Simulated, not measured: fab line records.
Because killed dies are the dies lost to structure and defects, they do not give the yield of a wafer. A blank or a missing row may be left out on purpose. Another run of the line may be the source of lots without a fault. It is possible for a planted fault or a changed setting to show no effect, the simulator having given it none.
Split-lot study -- flow n5Finfet -- 39 wafers read from 7 lots, route of 1938 steps

ON THE SPLIT
At N5_DUMMY_GATE_ETCH_32 (etches SiO2 in CF4, target depth 3.5 nm, time 3.9 s), the setting timeS was moved away from the recipe's 3.9 s on 18 of the 39 wafers read, by -20.4% to +21.9%. For the rest of the wafers, this setting stayed at what the recipe calls for.

The reading comes from the split's own step.

THE READING
etch.depthNm (the simulator's own value, which no gauge read), in nm, at N5_DUMMY_GATE_ETCH_32 (etches SiO2 in CF4, target depth 3.5 nm, time 3.9 s). The file gives no usual value for it. Here, 21 wafers ran the recipe; their average is 3.472 nm with a standard deviation of 0.056 nm.

wafer,"tool, chamber at the split","timeS as run, s",against the recipe,"etch.depthNm, nm",against lot-mates on the recipe
L074.1,"rieSi-05, 1",3.452,-11.5%,3.04,-0.434
L074.2,"rieSi-05, 3",3.9,recipe,3.482,-
L074.3,"rieSi-05, 0",3.9,recipe,3.473,-
L074.4,"rieSi-05, 2",3.452,-11.5%,3.037,-0.437
L074.5,"rieSi-05, 3",3.452,-11.5%,3.099,-0.375
L074.6,"rieSi-05, 0",3.9,recipe,3.466,-
L075.1,"rieSi-04, 2",3.105,-20.4%,2.805,-0.691
L075.2,"rieSi-04, 1",3.9,recipe,3.461,-
L075.3,"rieSi-04, 3",3.105,-20.4%,2.873,-0.623
L075.4,"rieSi-04, 0",3.9,recipe,3.525,-
L075.5,"rieSi-04, 0",3.9,recipe,3.502,-
L075.6,"rieSi-04, 1",3.105,-20.4%,2.753,-0.743
L083.1,"rieSi-05, 0",4.661,+19.5%,4.077,+0.664
L083.2,"rieSi-05, 2",3.9,recipe,3.445,-
L083.3,"rieSi-05, 1",3.9,recipe,3.375,-
L083.4,"rieSi-05, 1",3.9,recipe,3.42,-
L083.5,"rieSi-05, 0",4.661,+19.5%,4.135,+0.722
L083.6,"rieSi-05, 2",4.661,+19.5%,4.098,+0.685
L085.4,"rieSi-05, 2",3.9,recipe,3.437,-
L085.5,"rieSi-05, 3",3.9,recipe,3.53,-
L085.6,"rieSi-05, 2",3.9,recipe,3.438,-
L088.1,"rieSi-03, 3",4.651,+19.3%,4.13,+0.665
L088.2,"rieSi-03, 0",3.9,recipe,3.433,-
L088.3,"rieSi-03, 2",3.9,recipe,3.46,-
L088.4,"rieSi-03, 1",4.651,+19.3%,4.09,+0.625
L088.5,"rieSi-03, 3",3.9,recipe,3.502,-
L088.6,"rieSi-03, 0",4.651,+19.3%,4.134,+0.669
L089.1,"rieSi-04, 1",3.9,recipe,3.394,-
L089.2,"rieSi-04, 3",3.311,-15.1%,3.064,-0.425
L089.3,"rieSi-04, 0",3.9,recipe,3.462,-
L089.4,"rieSi-04, 2",3.311,-15.1%,2.948,-0.541
L089.5,"rieSi-04, 2",3.311,-15.1%,2.925,-0.564
L089.6,"rieSi-04, 3",3.9,recipe,3.61,-
L095.1,"rieSi-04, 3",3.9,recipe,3.586,-
L095.2,"rieSi-04, 0",3.9,recipe,3.475,-
L095.3,"rieSi-04, 2",4.756,+21.9%,4.216,+0.719
L095.4,"rieSi-04, 1",4.756,+21.9%,4.133,+0.636
L095.5,"rieSi-04, 1",3.9,recipe,3.429,-
L095.6,"rieSi-04, 2",4.756,+21.9%,4.241,+0.744

THE FIT
A straight line over all 39 wafers: etch.depthNm changes by +0.033 nm for each +1% of timeS; r = +0.99; the points scatter about the line by 0.052 nm.
The same after taking each lot's own level away (the mean of its wafers on the recipe; 39 wafers): +0.0338 nm for each +1%; r = +0.99; scatter 0.049 nm.
Per that fit: largest timeS move, reading shift of 0.74 nm.
Measured against the standard deviation above, the lots' own levels, which go from 3.4133 to 3.4967 nm, span 1.5 times it.
Hence the lot-to-lot level has little effect on the slope; both slopes agree.
Check: +0.741 nm against its lot-mates is what the line predicts for one of the wafers moved furthest among these (+21.9%) when that wafer is left out of the fit. Against them it came out at +0.719 nm.

OTHER SPLITS APPLIED TO THESE WAFERS
These wafers also went through other splits before the reading. Each is held against what the fit with the lots' levels taken away leaves over:
other split on the same wafers,wafers away from the commonest value,r with etch.depthNm (lot level and that fit taken away)
N5_PMOS_HMC_CHANNEL_EPI_EPI_20 tempC,15,+0.22
N5_FIN_SAQP_MANDREL_ETCH_22 targetDepthA,15,-0.25

FILE'S OWN FIT
etch.depthNm changes by +0.0338 nm for each +1% of timeS, r = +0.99.
